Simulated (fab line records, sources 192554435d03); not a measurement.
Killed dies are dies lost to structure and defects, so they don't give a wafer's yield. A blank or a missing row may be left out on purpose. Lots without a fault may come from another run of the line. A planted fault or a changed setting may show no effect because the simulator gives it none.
Problem report in the 8D (eight disciplines) form, filled by code | flow n5_finfet | the parts of the form that need people (team, actions taken, sign-off) are left out
Where a reading is given only as a bound, like >300, the bound stands for it, and a mean or a difference that rests on one is marked > or <: the true number lies beyond.

1. THE PROBLEM
raw_defect_count at N5_BEOL_M12_INSPECT_55 reads a mean of 671 on 6 wafers of 2 lots; wafers without a fault read 66 with a standard deviation of 22. That is +28 standard deviations from the usual mean.
The step: inspects for defects (darkfield).
First seen on wafer L849.1, day 13 19:41, on defect_inspect-01. The record holds 33 wafers of 12 lots with a number at this step. Rule for "out", or "out of limits": more than 4 standard deviations from the usual mean. The other wafers with a number count as sound.

2. WHAT IT IS AND WHAT IT IS NOT
question                    | is                     | is not
which readings at this step | raw_defect_count       | -
which lots                  | L849, L854             | L835, L836, L838, L840, L842, L845, L846, L851, L856, L858
which wafers of those lots  | all that have a number | -
read on which gauges        | defect_inspect-01      | defect_inspect-02
when                        | from day 13 19:41      | up to then (19 sound wafers); but 8 sound wafers of L851, L856, L858 came after

3. SUSPECTS, AND WHAT RULES EACH OUT
Counting: a tool at a process step up to the reading stays a suspect if it ran every lot that is out and no sound lot after the first of them.
- the gauge at N5_BEOL_M12_INSPECT_55: ruled out. All the wafers that are out were read on defect_inspect-01, but those of them that N5_BEOL_M13_INSPECT_12 has rows for are out there too, on other tools.
- pecvd-01 at N5_BEOL_M12_PRE_CLEAN_52 (time 15 s): kept. It ran every lot that is out, first L849 (day 13 19:34), and no sound lot after that; its last sound lot up to then is L845 (day 12 11:57).
Left after counting: pecvd-01 at N5_BEOL_M12_PRE_CLEAN_52.

4. THE CAUSE (what the simulator had put in)
Chamber particle source: pecvd-01, from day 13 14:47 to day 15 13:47, at N5_BEOL_M12_PRE_CLEAN_52. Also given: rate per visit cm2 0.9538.
Counting left only this tool.

5. THE CHAIN OF EFFECTS, in route order
Each row: a reading whose mean over the struck wafers that have a number lies more than 3 standard deviations from the usual. Only readings for which the record gives a usual standard deviation are gone through. hours: the time from each lot's start at the first step in this table that gives one to its start at this step, as a median over the lots. sigmas: the change in usual standard deviations.
hours | step                    | reading              | usual  | on struck wafers | change | sigmas
0     | N5_BEOL_M12_INSPECT_55  | raw_defect_count     | 66     | 671              | +605   | +28
1     | N5_BEOL_M13_INSPECT_12  | raw_defect_count     | 2.3    | >300             | >+298  | +99 or more
30    | N5_PASSIVATION_PROBE_49 | defect_limited_yield | 91.5 % | 85.6             | -5.9   | -3.9
30    | N5_PASSIVATION_PROBE_49 | killed_at_M4_up      | 12     | 88               | +76    | +15
30    | N5_PASSIVATION_PROBE_49 | killed_dies          | 100    | 170              | +70    | +4.1
30    | N5_PASSIVATION_PROBE_49 | killed_on_rim        | 13     | 29               | +16    | +3.7
30    | N5_PASSIVATION_PROBE_49 | sort_bin_5_function  | 4.9 %  | 8.7              | +3.8   | +3.9
30    | N5_PASSIVATION_PROBE_49 | sort_n_pass          | 1080   | 1010             | -70    | -4.1
30    | N5_PASSIVATION_PROBE_49 | sort_yield_pct       | 91.5 % | 85.6             | -5.9   | -3.9
The process steps in it:
- N5_PASSIVATION_PROBE_49

6. WHAT WOULD HAVE CAUGHT IT SOONER
In this record the first reading out of limits at a measuring or inspecting step was taken at day 13 19:41, 5 hours after the fault began at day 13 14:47.
Of the tool readings at N5_BEOL_M12_PRE_CLEAN_52 for which the record gives a usual standard deviation, none was out on any struck wafer, so an alarm limit of 4 standard deviations on them would not have fired.
Of the lots that are out (2), L854 began N5_BEOL_M12_PRE_CLEAN_52 on pecvd-01 after day 13 19:41. A hold on the tool at that time would have spared it.
